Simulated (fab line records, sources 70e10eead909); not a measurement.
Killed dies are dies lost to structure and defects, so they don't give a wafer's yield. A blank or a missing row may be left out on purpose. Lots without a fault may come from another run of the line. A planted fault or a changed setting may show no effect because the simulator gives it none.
Tool commonality check | flow nand_harc | 13 lots, 39 wafers sampled

WHY IT WAS OPENED
At NHARC_A_ONON_D1_THK_MEAS_02 the reading thk_nm is flagged on 2 of 13 lots. Wafers without a fault read 1003 nm, standard deviation 10.
Rule: a lot is flagged when every wafer of it that has a number lies more than 4 standard deviations from that mean, or none has a number. The other lots count as sound.

lot  | measured     | on            | thk_nm (nm), wafer by wafer | flag
L424 | day 7 21:29  | film_metro-02 | 996 995 995                 |
L425 | day 8 03:05  | film_metro-01 | 1005 1004 1004              |
L427 | day 8 17:42  | film_metro-01 | 1016 1017 1017              |
L426 | day 8 17:43  | film_metro-02 | 1007 1007 1008              |
L431 | day 10 20:52 | film_metro-01 | 981 980 981                 |
L432 | day 11 07:19 | film_metro-01 | 1016 1015 1016              |
L433 | day 11 14:58 | film_metro-01 | 1107 1107 1109              | FLAGGED
L435 | day 11 23:38 | film_metro-02 | 1087 1086 1088              | FLAGGED
L440 | day 14 11:34 | film_metro-02 | 1020 1018 1018              |
L441 | day 15 07:21 | film_metro-01 | 998 997 998                 |
L443 | day 15 11:00 | film_metro-01 | 1005 1006 1005              |
L444 | day 16 01:37 | film_metro-02 | 1006 1007 1004              |
L446 | day 16 22:03 | film_metro-01 | 1016 1015 1016              |
The numbers of the flagged lots are 1097 nm on average: +94 nm against the usual, or +9 standard deviations.

WHICH TOOL RAN EACH LOT
The record holds 2 process steps before the reading, out of a route of 1302 steps. In each cell: the tool, then ch and the chambers that the sampled wafers went through, then the start.
lot  | flag    | NHARC_A_ZERO_WELL_ETCH_13        | NHARC_A_ONON_D1_DEP_00
L424 |         | rie_si-02 ch 0,3, day 6 20:45    | pecvd_onon-02 ch 0, day 7 21:02
L425 |         | rie_si-01 ch 1,2, day 7 05:03    | pecvd_onon-02 ch 0, day 8 02:35
L427 |         | rie_si-02 ch 0,1, day 7 21:10    | pecvd_onon-04 ch 0, day 8 17:11
L426 |         | rie_si-05 ch 1,2,3, day 7 20:11  | pecvd_onon-01 ch 0, day 8 17:16
L431 |         | rie_si-02 ch 1,2, day 10 00:08   | pecvd_onon-01 ch 0, day 10 20:25
L432 |         | rie_si-02 ch 1,2,3, day 10 07:04 | pecvd_onon-04 ch 0, day 11 06:52
L433 | FLAGGED | rie_si-01 ch 0,1, day 10 17:24   | pecvd_onon-02 ch 0, day 11 14:28
L435 | FLAGGED | rie_si-02 ch 0,3, day 11 02:52   | pecvd_onon-02 ch 0, day 11 23:14
L440 |         | rie_si-05 ch 0,1,2, day 13 13:10 | pecvd_onon-02 ch 0, day 14 11:04
L441 |         | rie_si-02 ch 0,1, day 13 21:55   | pecvd_onon-02 ch 0, day 15 06:53
L443 |         | rie_si-02 ch 0,2, day 14 14:09   | pecvd_onon-02 ch 0, day 15 10:33
L444 |         | rie_si-01 ch 1,2,3, day 15 04:04 | pecvd_onon-02 ch 0, day 16 01:07
L446 |         | rie_si-02 ch 1,2, day 15 23:53   | pecvd_onon-02 ch 0, day 16 21:32
What these steps do:
- NHARC_A_ZERO_WELL_ETCH_13: etches the open film in HBr/Cl2, target depth 120 nm, time 40.1 s.
- NHARC_A_ONON_D1_DEP_00: target thk 1000 nm.
- NHARC_A_ONON_D1_THK_MEAS_02: measures by ellipsometry.

FLAGGED OVER TOTAL, TOOL BY TOOL (the gauges that took the reading come last)
step                        | tool          | lots run | flagged | share of the flagged lots | sound lots run after its first flagged lot
NHARC_A_ZERO_WELL_ETCH_13   | rie_si-01     | 3        | 1       | some                      | 1 (L444)
NHARC_A_ZERO_WELL_ETCH_13   | rie_si-02     | 8        | 1       | some                      | 3 (L441,L443,L446)
NHARC_A_ZERO_WELL_ETCH_13   | rie_si-05     | 2        | 0       | none                      | -
NHARC_A_ONON_D1_DEP_00      | pecvd_onon-01 | 2        | 0       | none                      | -
NHARC_A_ONON_D1_DEP_00      | pecvd_onon-02 | 9        | 2       | all                       | 5 (L440,L441,L443,L444,L446)
NHARC_A_ONON_D1_DEP_00      | pecvd_onon-04 | 2        | 0       | none                      | -
NHARC_A_ONON_D1_THK_MEAS_02 | film_metro-01 | 8        | 1       | some                      | 3 (L441,L443,L446)
NHARC_A_ONON_D1_THK_MEAS_02 | film_metro-02 | 5        | 1       | some                      | 2 (L440,L444)

WHAT THE TABLE ALLOWS
1 row of the table ran every flagged lot: pecvd_onon-02 at NHARC_A_ONON_D1_DEP_00.
- pecvd_onon-02 at NHARC_A_ONON_D1_DEP_00: 2 of its 9 lots flagged. Sound lots ran on it after the first flagged one (L440, L441, L443, L444, L446), which a lasting fault on the whole tool wouldn't allow.
No row of the table ran every flagged lot and no sound lot after the first.

WHAT THE SIMULATOR HAD PUT IN
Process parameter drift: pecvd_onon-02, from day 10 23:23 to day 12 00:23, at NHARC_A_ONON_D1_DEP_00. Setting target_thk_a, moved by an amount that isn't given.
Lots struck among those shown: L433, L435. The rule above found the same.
